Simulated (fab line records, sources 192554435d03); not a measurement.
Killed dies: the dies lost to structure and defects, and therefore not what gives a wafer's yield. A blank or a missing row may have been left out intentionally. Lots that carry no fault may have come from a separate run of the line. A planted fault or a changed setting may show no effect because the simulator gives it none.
Struck lot and sound lot, side by side :: flow n5_finfet :: 18 steps out of a route of 1938
Sound: the wafers L406.3, L406.5, L406.6. Struck: wafer L409.6 (left out: L409.2, L409.5 of the same lot, which were not struck); the cause appears at the end.
For every step that has rows: the tool of each side, followed by ch and its chambers, followed by its first start. Under that, the readings that differ: sound wafers :: struck wafers :: difference of the means :: sigmas: that difference in standard deviations of wafers without a fault.
alike: words and numbers the same on both sides, and readings whose means are apart by under 2 such deviations; not compared: readings that were withheld, readings missing a value for some wafer, numbers with overlapping values and no deviation given by the record, and bounds like >300 which may hide the same value.
Wherever a step has rows on one side only, a row that says differs or no value, or a row with sigmas, the two part there. When numbers do not overlap yet have no deviation, they are printed without sigmas and do not part them. Lack of a reading on every wafer of one side parts them only where that side has two or more wafers.

first, 7 steps without rows for these wafers: N5_FIN_SAQP_COAT_50 (time 60 s, resist thk 35 nm); N5_FIN_SAQP_COAT_10 (resist thk 90 nm); N5_FIN_SAQP_EBR_12; N5_FIN_SAQP_SOFTBAKE_11 (time 60 s); N5_FIN_SAQP_EXPOSE_13 (exposes mask FIN CORE, target cd 35.6 nm); N5_FIN_SAQP_PEB_14 (peb time 60 s); N5_FIN_SAQP_DEVELOP_15 (develop time 30 s).
N5_FIN_SAQP_CD_MEAS_16: target cd 35.6 nm.
  sound on cd_sem-02 ch 0, day 2 09:44; struck on cd_sem-03 ch 0, day 3 03:52
  alike: cd_nm
N5_FIN_SAQP_OVL_MEAS_17:
  sound on overlay-02 ch 0, day 2 09:47; struck on overlay-01 ch 0, day 3 03:55
  alike: FIN_CORE_OVL
N5_FIN_SAQP_INSPECT_18: inspects for defects (brightfield).
  sound on defect_inspect-02 at day 2 09:48; struck on defect_inspect-02 at day 3 03:56
  alike: raw_defect_count
N5_FIN_SAQP_DESCUM_21: chemistry O2, time 7.9 s.
  sound on rie_diel-02 ch 0,1, day 2 09:50; struck on rie_diel-02 ch 3, day 3 03:58
reading: rf_vpp_V (V)
sound: 244.7 244.5 243.4
struck: 242.0
difference: -2.2
sigmas: -2
  alike: drypump_motor_current_A, oes_product_au, showerhead_plenum_p_Torr, throttle_valve_pct
  not compared: rf_hours_counter_h
N5_FIN_SAQP_ETCH_51: etches SiARC in CF4, target depth 45.5 nm, time 75.8 s.
  sound on rie_diel-02 ch 0,1, day 2 09:52; struck on rie_diel-02 ch 3, day 3 04:00
reading: drypump_motor_current_A (A)
sound: 6.2 6.2 5.8
struck: 5.2
difference: -0.9
sigmas: -2
  alike: etch_rf_on_time_s, oes_product_au, rf_vpp_V, showerhead_plenum_p_Torr, throttle_valve_pct
  not compared: rf_hours_counter_h
N5_FIN_SAQP_ETCH_52: etches SOC in N2/H2, target depth 100 nm, overetch 20 nm, time 150 s.
  sound on rie_diel-02 ch 0,1, day 2 09:56; struck on rie_diel-02 ch 3, day 3 04:04
reading: drypump_motor_current_A (A)
sound: 6.2 6.2 5.8
struck: 5.2
difference: -0.9
sigmas: -2

reading: model.SiARC_of_FIN_SAQP_COAT_50.thk_nm (nm)
sound: 29.28 29.23 29.13
struck: 25.46
difference: -3.75
sigmas: 
  alike: n2_flow_sccm, oes_product_au, rf_vpp_V, showerhead_plenum_p_Torr, throttle_valve_pct
  not compared: rf_hours_counter_h
then, 1 step without rows for these wafers: N5_FIN_SAQP_STRIP_53 (strips in N2/H2).
N5_FIN_SAQP_HM_OPEN_73: chemistry CHF3/O2, target SiO2, stops on a-Si, target depth 12 nm, time 16.8 s.
  sound on rie_diel-02 ch 0,1, day 2 10:02; struck on rie_diel-02 ch 3, day 3 04:10
reading: drypump_motor_current_A (A)
sound: 6.2 6.2 5.8
struck: 5.2
difference: -0.9
sigmas: -2

reading: model.SiARC_of_FIN_SAQP_COAT_50.thk_nm (nm)
sound: 5.453 5.27 4.945
struck: 1.644
difference: -3.579
sigmas: 
  alike: CHF3_flow_sccm, oes_product_au, rf_vpp_V, showerhead_plenum_p_Torr, throttle_valve_pct
  not compared: rf_hours_counter_h
then, 1 step without rows for these wafers: N5_FIN_SAQP_STRIP_74 (strips in CHF3/O2).
-- the record jumps here: 6 days lie between the struck wafers' starts before and after (it left off in module FIN_SAQP and takes up again in module BEOL_M4, whose first step shown is number 1111 of the route) --
N5_BEOL_M4_RC_MEAS_101:
  sound on prober-02 ch 0, day 8 18:21; struck on prober-01 ch 0, day 9 11:01
reading: DIBL_N (mV/V)
sound: 35.4 34.6 36.8
struck: 39.5
difference: +3.9
sigmas: +2

reading: IOFF_N (nA/um)
sound: 0.12 0.12 0.15
struck: 0.21
difference: +0.08
sigmas: +3

reading: IOFF_P (nA/um)
sound: 0.18 0.16 0.20
struck: 0.25
difference: +0.07
sigmas: +2

reading: ION_N (uA/um)
sound: 651 666 675
struck: 690
difference: +26
sigmas: +2
  alike: DIBL_P, ION_P, SS_N, SS_P, VT_N, VT_P
-- the record jumps here: 4 days lie between the struck wafers' starts before and after (it left off in module BEOL_M4 and takes up again in module PASSIVATION, whose first step shown is number 1936 of the route) --
N5_PASSIVATION_PROBE_49:
  record: rows for the struck wafers here (prober-01, day 13 13:55), none for the sound ones

## WHERE THEY PART
At N5_FIN_SAQP_DESCUM_21 first; at N5_PASSIVATION_PROBE_49 last (within this record only).

WHY: whatever the simulator had introduced
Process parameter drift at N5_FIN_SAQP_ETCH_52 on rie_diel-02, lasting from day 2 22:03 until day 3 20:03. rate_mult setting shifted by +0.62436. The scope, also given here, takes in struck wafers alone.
